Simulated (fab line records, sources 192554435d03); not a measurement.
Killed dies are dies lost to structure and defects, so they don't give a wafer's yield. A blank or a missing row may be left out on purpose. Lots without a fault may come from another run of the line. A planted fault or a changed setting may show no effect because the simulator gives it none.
Split-lot experiment | flow n5_finfet | 7 lots, 21 wafers read, on a route of 1938 steps

THE SPLIT
At N5_BEOL_M9_TRENCH_ETCH_37 (etches SiCOH lowk in C4F6/O2, target depth 151.43 nm, time 49 s), the setting time_s was moved away from the recipe's 49 s on 8 of the 21 wafers read, by -21.1% to +22.2%. The other wafers ran this setting at the recipe's value.

FROM THE SPLIT TO THE READING: what the file shows between them, 11 steps
- N5_BEOL_M9_ETCH_41: etches SiCN in CH3F/O2, target depth 36.6 nm, time 70.1 s
- N5_BEOL_M9_STRIP_80: strips in N2/H2, time 10 s
- N5_BEOL_M9_OCD_MEAS_38
- N5_BEOL_M9_HM_STRIP_39: strips TiN in peroxide tin strip, target depth 25 nm, time 158 s
- N5_BEOL_M9_SRD_40: time 30 s
- N5_BEOL_M9_ECD_50: material Cu, target thk 318 nm
- N5_BEOL_M9_ANNEAL_51: time 90 s
- N5_BEOL_M9_CMP_52: polishes, stops on SiCOH lowk, t overpolish 7 s, target thk 140 nm
- N5_BEOL_M9_THK_MEAS_53: measures by xrf
- N5_BEOL_M9_PRE_CLEAN_55: time 15 s
- N5_BEOL_M9_DEP_56: deposits SiCN from 3MS/NH3, target thk 15 nm, time 26.5 s

THE READING
M9_RS, in ohm/sq, at N5_BEOL_M9_RS_MEAS_57 (measures by four-point-probe). Fault-free wafers of this fab line usually give 0.151 ohm/sq, standard deviation 0.0033 ohm/sq.

wafer  | tool, chamber at the split | time_s as run, s | against the recipe | M9_RS, ohm/sq | against lot-mates on the recipe
L078.3 | rie_diel-04, 0             | 55.28            | +12.8%             | 0.133         | -0.020
L078.4 | rie_diel-04, 2             | 55.28            | +12.8%             | 0.130         | -0.023
L078.5 | rie_diel-04, 3             | 49               | recipe             | 0.153         | -
L079.1 | rie_diel-02, 2             | 49               | recipe             | 0.152         | -
L079.4 | rie_diel-02, 2             | 49               | recipe             | 0.151         | -
L079.6 | rie_diel-02, 0             | 49               | recipe             | 0.154         | -
L082.2 | rie_diel-06, 1             | 49               | recipe             | 0.146         | -
L082.3 | rie_diel-06, 3             | 54.86            | +12.0%             | 0.135         | -0.010
L082.6 | rie_diel-06, 1             | 49               | recipe             | 0.144         | -
L084.2 | rie_diel-02, 2             | 59.87            | +22.2%             | 0.122         | -0.030
L084.3 | rie_diel-02, 0             | 59.87            | +22.2%             | 0.122         | -0.030
L084.5 | rie_diel-02, 1             | 49               | recipe             | 0.152         | -
L085.2 | rie_diel-06, 1             | 49               | recipe             | 0.145         | -
L085.3 | rie_diel-06, 2             | 38.68            | -21.1%             | 0.198         | +0.050
L085.6 | rie_diel-06, 2             | 49               | recipe             | 0.151         | -
L090.1 | rie_diel-02, 0             | 49               | recipe             | 0.156         | -
L090.2 | rie_diel-02, 3             | 42.14            | -14.0%             | 0.183         | +0.027
L090.4 | rie_diel-02, 0             | 42.14            | -14.0%             | 0.189         | +0.033
L092.2 | rie_diel-02, 2             | 49               | recipe             | 0.150         | -
L092.5 | rie_diel-02, 3             | 49               | recipe             | 0.148         | -
L092.6 | rie_diel-02, 2             | 49               | recipe             | 0.151         | -

THE FIT
A straight line over all 21 wafers: M9_RS changes by -0.00176 ohm/sq for each +1% of time_s; r = -0.96; the points scatter about the line by 0.0057 ohm/sq.
The same after taking each lot's own level away (the mean of its wafers on the recipe; 21 wafers): -0.00174 ohm/sq for each +1%; r = -0.97; scatter 0.0047 ohm/sq.
On that fit, the largest move of time_s shifts the reading by 0.039 ohm/sq.
The lots' own levels span 0.1450 to 0.1560 ohm/sq, that is 3.3 times the standard deviation above.
So the lot-to-lot level changes the slope little: the two slopes agree.
Check: with one of the wafers moved furthest among these (+22.2%) left out of the fit, the line predicts -0.0378 ohm/sq for it against its lot-mates. It came out at -0.03 ohm/sq against them.

THE WHOLE CHAIN: every reading that the file lists as answering this split, in the file's order
step                      | what it does                                                       | reading                                                                          | change (the file's fit)                | r (the file's)
N5_BEOL_M9_TRENCH_ETCH_37 | etches SiCOH lowk in C4F6/O2, target depth 151.43 nm, time 49 s    | BEOL_M9.feature_depth_nm (the simulator's own value, which no gauge read)        | +1.44 nm for each +1% of the setting   | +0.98
N5_BEOL_M9_TRENCH_ETCH_37 | etches SiCOH lowk in C4F6/O2, target depth 151.43 nm, time 49 s    | etch.depth_nm (the simulator's own value, which no gauge read)                   | +1.44 nm for each +1% of the setting   | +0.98
N5_BEOL_M9_TRENCH_ETCH_37 | etches SiCOH lowk in C4F6/O2, target depth 151.43 nm, time 49 s    | TiN_of_BEOL_M9_HM_DEP_02.thk_nm (the simulator's own value, which no gauge read) | -0.0362 nm for each +1% of the setting | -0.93
N5_BEOL_M9_OCD_MEAS_38    |                                                                    | trench_depth_nm                                                                  | +1.45 nm for each +1% of the setting   | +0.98
N5_BEOL_M9_CMP_52         | polishes, stops on SiCOH lowk, t overpolish 7 s, target thk 140 nm | Cu_of_BEOL_M9_ECD_50.thk_nm (the simulator's own value, which no gauge read)     | +1.42 nm for each +1% of the setting   | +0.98
N5_BEOL_M9_THK_MEAS_53    | measures by xrf                                                    | M9_THK                                                                           | +1.42 for each +1% of the setting      | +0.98
N5_BEOL_M9_RS_MEAS_57     | measures by four-point-probe                                       | M9_RS                                                                            | -0.00177 for each +1% of the setting   | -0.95

THE FILE'S OWN FIT
M9_RS changes by -0.00177 ohm/sq for each +1% of time_s, r = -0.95.
